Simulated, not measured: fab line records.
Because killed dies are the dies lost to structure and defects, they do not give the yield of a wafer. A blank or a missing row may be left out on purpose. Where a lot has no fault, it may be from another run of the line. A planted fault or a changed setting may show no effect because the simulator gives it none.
fab line records	flow nandHarc
record: lots: 15	wafers: 42	lastDay: 34
route steps=1302 shown A_CHANNEL_HOLE_D1@463 A_ONON_D2@549 A_CHANNEL_HOLE_D2@584
lots that met no fault: from a run of the same line without faults
startH: hours from the record's first day to the start of the lot's first wafer shown	waitH: how many hours have passed since the lot's step before this one	" as in the row above	L1.1+2: a single row standing in for several wafers	- no value present, or no start provided	* or withheld: withheld	< > ~ a bound
route shown NAME@n: a module of which the file shows steps, and the number in the route of the first	usual: mean/standard deviation of fault-free wafers	same: alike in all rows	chamber/n: place in a boat	sites: readings site by site	_std_site: standard deviation across them	_edge_site: mean of outer sites minus mean of inner sites	radiusMm: how far each site lies from the wafer's centre	mask NAME#n: copy n	behind: tool/chamber where the wafer was last shaped	hold: why the lot was held/for how many hours/how that ended	device: transistor that didn't switch, given as n, p or np	end of line: the same wafers' tests at the end of the route	a step with no rows: only its recipe	killed: at the first sort, the dies lost to defects and structure; wafer yield is something else	map: the dies of a wafer, with x for killed, . for not killed, _ for no die there
set.NAME: the run value of the setting; set.NAME@STEP: its run value at that earlier step	model.NAME: the simulator's own value behind a step, which no gauge read
a sample of lots followed through the steps of the route, with each step as a table and each wafer as a row
services: a tool's chamber out of use, with start hour (startH, from the record's first day; less than 0 if before it), hours out, and reason
== steps ==
step: NHARC_A_CHANNEL_HOLE_D1_OVL_MEAS_11
usual: overlayXNm: -0.2/0.91	overlayYNm: 0.0/0.9
lot.wafer	tool	chamber	startH	waitH	overlayXNm	overlayYNm
L931.2	overlay-02	-	176.99	-	0.4	1.4
L931.4	"	-	"	"	1.2	1.0
L931.5	"	-	"	"	1.1	0.7
L932.2	overlay-01	-	190.65	-	1.8	-0.2
L932.4	"	-	"	"	1.2	-0.6
L932.5	"	-	"	"	1.7	0.2
L933.1	overlay-01	-	201.41	-	-1.1	-0.4
L933.2	"	-	"	"	-1.8	0.0
L933.6	"	-	"	"	-1.1	-0.3
L934.1	overlay-01	-	208.31	-	-0.7	-0.7
L934.4	"	-	"	"	-0.4	-0.5
L934.6	"	-	"	"	-0.7	-0.2
L935.1	overlay-02	-	208.47	-	-0.1	0.6
L935.3	"	-	"	"	-0.1	0.4
L935.5	"	-	"	"	-0.6	-0.2
L937.2	overlay-02	-	244.22	-	-1.0	-0.2
L937.4	"	-	"	"	-0.8	-0.6
L937.5	"	-	"	"	-1.0	-0.6
L938.2	overlay-01	-	254.59	-	-0.4	0.6
L938.4	"	-	"	"	-0.2	0.4
L938.5	"	-	"	"	-0.1	0.7
L940.2	overlay-01	-	273.02	-	0.0	-0.1
L940.3	"	-	"	"	-0.2	0.3
L940.4	"	-	"	"	-0.1	0.1
L941.3	overlay-01	-	279.18	-	-0.5	-1.3
L941.4	"	-	"	"	-0.6	-0.5
L941.5	"	-	"	"	-0.4	-1.1
L943.3	overlay-02	-	298.04	-	1.9	0.7
L943.5	"	-	"	"	1.3	0.8
L943.6	"	-	"	"	1.3	1.1
L945.2	overlay-02	-	319.91	-	-0.7	-1.7
L945.4	"	-	"	"	-0.9	-0.7
L946.1	overlay-01	-	324.47	-	-1.6	-0.3
L946.4	"	-	"	"	-1.1	-0.1
L947.4	overlay-02	-	345.60	-	-1.4	0.9
L947.5	"	-	"	"	-1.3	0.5
L953.2	overlay-01	-	397.29	-	0.0	1.2
L953.4	"	-	"	"	-0.2	1.5
L953.5	"	-	"	"	0.0	1.4
L954.1	overlay-02	-	414.59	-	-0.1	-0.7
L954.2	"	-	"	"	-0.3	-0.6
L954.5	"	-	"	"	0.1	-0.9
step: NHARC_A_CHANNEL_HOLE_D1_ETCH_20
recipe: biasV: 3000	sourceW: withheld	pressureMtorr: 20	timeS: 361.9	arFlowSccm: 375	c4f8FlowSccm: 89.3	o2FlowSccm: 35.7	tempC: -20	targetDepthA: 16000	chemistry: C4F8/O2/Ar
usual: drypumpMotorCurrentA: 6.0/0.7	showerheadPlenumPTorr: 3.60/0.12	throttleValvePct: 32.154/0.0095
lot.wafer	tool	chamber	startH	waitH	drypumpMotorCurrentA	rfHoursCounterH	showerheadPlenumPTorr	throttleValvePct
L931.2	harEtch-01	1	178.91	0.1	6.6	88	3.53	32.160
L931.4	"	0	"	"	5.9	-	3.73	32.159
L931.5	"	1	"	"	6.6	-	3.53	32.157
L932.2	harEtch-02	1	192.05	0.1	5.0	297	3.77	32.151
L932.4	"	0	"	"	6.7	-	3.50	32.157
L932.5	"	0	"	"	6.7	-	3.50	32.176
L933.1	harEtch-01	0	202.80	0.1	5.8	96	3.73	32.159
L933.2	"	1	"	"	6.6	96	3.52	32.143
L933.6	"	0	"	"	5.8	-	3.73	32.150
L934.1	harEtch-01	0	210.17	0.1	5.9	100	3.72	32.157
L934.4	"	1	"	"	6.6	-	3.52	32.162
L934.6	"	0	"	"	5.9	-	3.72	32.151
L935.1	harEtch-02	0	210.63	0.1	6.7	305	3.50	32.162
L935.3	"	0	"	"	6.7	-	3.50	32.159
L935.5	"	0	"	"	6.7	-	3.50	32.149
L937.2	harEtch-01	1	245.66	0.1	6.6	122	3.51	32.157
L937.4	"	1	"	"	6.6	-	3.51	32.151
L937.5	"	1	"	"	6.6	-	3.51	32.174
L938.2	harEtch-02	0	258.17	0.1	6.7	331	3.49	32.144
L938.4	"	0	"	"	6.7	-	3.49	32.160
L938.5	"	0	"	"	6.7	-	3.49	32.167
L940.2	harEtch-02	1	274.41	0.1	5.0	343	3.74	32.151
L940.3	"	1	"	"	4.9	-	3.74	32.135
L940.4	"	0	"	"	6.7	-	3.48	32.159
L941.3	harEtch-02	0	280.73	0.2	6.7	-	3.48	32.155
L941.4	"	1	"	"	4.9	-	3.74	32.146
L941.5	"	1	"	"	4.9	-	3.74	32.149
L943.3	harEtch-02	1	299.79	0.2	4.9	-	3.73	32.144
L943.5	"	0	"	"	6.7	-	3.47	32.151
L943.6	"	1	"	"	4.9	-	3.73	32.152
L945.2	harEtch-02	0	322.05	0.1	6.7	366	3.47	32.152
L945.4	"	0	"	"	6.7	-	3.47	32.171
L946.1	harEtch-02	1	330.29	0.1	4.9	374	3.72	32.148
L946.4	"	0	"	"	6.7	-	3.47	32.158
L947.4	harEtch-01	0	347.10	0.2	5.8	-	3.68	32.149
L947.5	"	1	"	"	6.5	-	3.48	32.166
L953.2	harEtch-01	1	400.14	0.1	6.6	214	3.46	32.153
L953.4	"	1	"	"	6.6	-	3.46	32.139
L953.5	"	0	"	"	5.9	-	3.66	32.155
L954.1	harEtch-01	1	415.99	0.1	6.6	225	3.46	32.160
L954.2	"	0	"	"	5.9	225	3.66	32.176
L954.5	"	0	"	"	5.9	-	3.65	32.154
step: NHARC_A_ONON_D2_DEP_06
recipe: targetThkA: 10000	n2FlowSccm: 2750	n2oFlowSccm: 2000	nh3FlowSccm: 500	sih4FlowSccm: 210	tempC: 400
usual: nh3FlowSccm: 500.0/1.5	sih4FlowSccm: 209.9/0.56
lot.wafer	tool	chamber	startH	waitH	nh3FlowSccm	sih4FlowSccm
L931.2	pecvdOnon-04	0	270.66	0.1	501.2	210.4
L931.4	"	0	"	"	501.3	210.0
L931.5	"	0	"	"	499.7	210.9
L932.2	pecvdOnon-02	0	283.90	0.1	500.7	209.7
L932.4	"	0	"	"	501.0	209.2
L932.5	"	0	"	"	498.6	210.3
L933.1	pecvdOnon-02	0	305.54	0.1	498.7	209.9
L933.2	"	0	"	"	496.4	210.2
L933.6	"	0	"	"	498.7	209.3
L934.1	pecvdOnon-03	0	305.56	0.1	497.1	210.9
L934.4	"	0	"	"	500.4	210.2
L934.6	"	0	"	"	498.0	210.5
L935.1	pecvdOnon-04	0	305.56	0.1	499.9	210.9
L935.3	"	0	"	"	497.2	209.6
L935.5	"	0	"	"	499.7	209.5
L937.2	pecvdOnon-03	0	335.23	0.1	500.4	210.0
L937.4	"	0	"	"	502.2	209.7
L937.5	"	0	"	"	500.4	209.9
L938.2	pecvdOnon-04	0	349.11	0.1	498.5	209.8
L938.4	"	0	"	"	498.3	209.7
L938.5	"	0	"	"	499.2	209.4
L941.3	pecvdOnon-04	0	375.73	0.2	499.2	209.9
L941.4	"	0	"	"	500.9	209.0
L941.5	"	0	"	"	498.8	209.2
L940.2	pecvdOnon-04	0	376.03	0.1	500.7	210.0
L940.3	"	0	"	"	499.6	209.4
L940.4	"	0	"	"	500.5	210.4
L943.3	pecvdOnon-04	0	390.37	0.2	502.4	210.2
L943.5	"	0	"	"	502.5	209.6
L943.6	"	0	"	"	502.9	210.3
L945.2	pecvdOnon-04	0	417.41	0.1	499.4	209.9
L945.4	"	0	"	"	500.6	210.4
L946.1	pecvdOnon-04	0	419.99	0.1	501.6	209.6
L946.4	"	0	"	"	502.4	209.6
L947.4	pecvdOnon-04	0	438.58	0.2	497.4	210.2
L947.5	"	0	"	"	498.2	209.7
L953.2	pecvdOnon-03	0	499.05	0.1	501.0	211.1
L953.4	"	0	"	"	498.5	210.4
L953.5	"	0	"	"	501.1	210.4
L954.1	pecvdOnon-04	0	509.43	0.1	499.9	209.6
L954.2	"	0	"	"	501.8	210.5
L954.5	"	0	"	"	499.7	209.4
step: NHARC_A_ONON_D2_THK_MEAS_08
recipe: thkMeasGauge: ellipsometry
usual: thkNm: 1000/10
lot.wafer	tool	chamber	startH	waitH	thkNm
L931.2	filmMetro-02	-	271.12	-	1007
L931.4	"	-	"	"	1011
L931.5	"	-	"	"	1007
L932.2	filmMetro-02	-	284.36	-	1000
L932.4	"	-	"	"	1002
L932.5	"	-	"	"	1002
L935.1	filmMetro-01	-	306.07	-	1004
L935.3	"	-	"	"	1004
L935.5	"	-	"	"	1004
L933.1	filmMetro-02	-	306.08	-	1005
L933.2	"	-	"	"	1005
L933.6	"	-	"	"	1006
L934.1	filmMetro-02	-	306.10	-	1010
L934.4	"	-	"	"	1011
L934.6	"	-	"	"	1012
L937.2	filmMetro-02	-	335.68	-	998
L937.4	"	-	"	"	998
L937.5	"	-	"	"	998
L938.2	filmMetro-02	-	349.56	-	995
L938.4	"	-	"	"	994
L938.5	"	-	"	"	997
L941.3	filmMetro-01	-	376.13	-	975
L941.4	"	-	"	"	973
L941.5	"	-	"	"	976
L940.2	filmMetro-01	-	376.49	-	992
L940.3	"	-	"	"	994
L940.4	"	-	"	"	992
L943.3	filmMetro-01	-	390.76	-	1009
L943.5	"	-	"	"	1008
L943.6	"	-	"	"	1010
L945.2	filmMetro-02	-	417.86	-	1002
L945.4	"	-	"	"	682
L946.1	filmMetro-02	-	420.50	-	682
L946.4	"	-	"	"	682
L947.4	filmMetro-01	-	438.92	-	672
L947.5	"	-	"	"	994
L953.2	filmMetro-02	-	499.50	-	1007
L953.4	"	-	"	"	1002
L953.5	"	-	"	"	1003
L954.1	filmMetro-02	-	509.94	-	1014
L954.2	"	-	"	"	1016
L954.5	"	-	"	"	1014
step: NHARC_A_CHANNEL_HOLE_D2_INSPECT_12
usual: rawDefectCount: 36/23
lot.wafer	tool	chamber	startH	waitH	rawDefectCount
L931.2	defectInspect-01	-	288.14	0.0	7
L931.4	"	-	"	"	2
L931.5	"	-	"	"	6
L932.2	defectInspect-02	-	298.54	0.0	56
L932.4	"	-	"	"	62
L932.5	"	-	"	"	44
L935.1	defectInspect-02	-	320.82	0.0	59
L935.3	"	-	"	"	55
L935.5	"	-	"	"	51
L934.1	defectInspect-01	-	321.99	0.0	9
L934.4	"	-	"	"	8
L934.6	"	-	"	"	5
L933.1	defectInspect-01	-	322.73	0.0	4
L933.2	"	-	"	"	3
L933.6	"	-	"	"	5
L937.2	defectInspect-01	-	350.06	0.0	11
L937.4	"	-	"	"	8
L937.5	"	-	"	"	7
L938.2	defectInspect-01	-	365.77	0.0	75
L938.4	"	-	"	"	56
L938.5	"	-	"	"	56
L941.3	defectInspect-02	-	390.43	0.0	55
L941.4	"	-	"	"	55
L941.5	"	-	"	"	50
L940.2	defectInspect-01	-	390.58	0.0	43
L940.3	"	-	"	"	54
L940.4	"	-	"	"	48
L943.3	defectInspect-01	-	407.39	0.0	55
L943.5	"	-	"	"	66
L943.6	"	-	"	"	66
L945.2	defectInspect-02	-	432.36	0.0	57
L947.5	defectInspect-01	-	455.40	0.0	21
L953.2	defectInspect-02	-	514.19	0.0	18
L953.4	"	-	"	"	18
L953.5	"	-	"	"	21
L954.1	defectInspect-01	-	526.16	0.0	29
L954.2	"	-	"	"	30
L954.5	"	-	"	"	28
== services ==
tool	chamber	startH	hours	kind
pecvdOnon-02	-	185.00	13.0	pm
pecvdOnon-03	-	227.00	13.0	pm
pecvdOnon-04	-	311.12	13.0	pm
pecvdOnon-02	-	366.00	13.0	pm
harEtch-02	-	378.80	17.0	pm
harEtch-02	0	378.80	17.0	ventCycle
harEtch-02	1	378.80	17.0	ventCycle
pecvdOnon-04	-	388.29	1.1	repair
harEtch-02	0	395.80	-	clean
harEtch-02	0	395.80	-	consumableReplace:focusRing
harEtch-02	0	395.80	-	consumableReplace:showerhead
harEtch-02	1	395.80	-	clean
harEtch-02	1	395.80	-	consumableReplace:focusRing
pecvdOnon-03	-	408.00	13.0	pm
harEtch-01	-	480.02	10.0	repair
pecvdOnon-04	-	492.12	13.0	pm
== key ==
firstSign: step: NHARC_A_ONON_D2_THK_MEAS_08	reading: thkNm	direction: down	sigmas: 31	usual: 1000	struck: 680
effect none on later readings
metAt NHARC_A_ONON_D2_DEP_06
struckLots L945,L946,L947
struckWafers L945.4,L946.1,L946.4,L947.4
laterRowsLeftOut L945.4,L946.1,L946.4,L947.4
sortLeftOut L945.4,L946.1,L946.4,L947.4
testerLeftOut L945,L946,L947
notActingAt NHARC_A_CHANNEL_HOLE_D1_OVL_MEAS_11,NHARC_A_CHANNEL_HOLE_D1_ETCH_20,NHARC_A_CHANNEL_HOLE_D2_INSPECT_12
onsetBetween 390.37 417.41
fault: kind: processParameterDrift	tool: pecvdOnon-04	chamber: -	onsetH: 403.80	steps: NHARC_A_ONON_D2_DEP_06	channel: targetThkA	offset: *	shape: step	endH: 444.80	scope: struckWafersOnly	actsIn: *	stated: *
testerLeftOut: of these lots the tester's yield and bins aren't shown, on N5 and GAA mostly nor the transistor test; their killed dies are dies lost to structure and defects alone, not to doping, threshold or leakage, so they don't give the yield
sortLeftOut: the simulated sort isn't trusted on such a fault, so these wafers' sort isn't shown, and their yield isn't known
laterRowsLeftOut: the simulator's readings of these wafers behind a module that went badly wrong aren't trusted and aren't shown, but for the sort
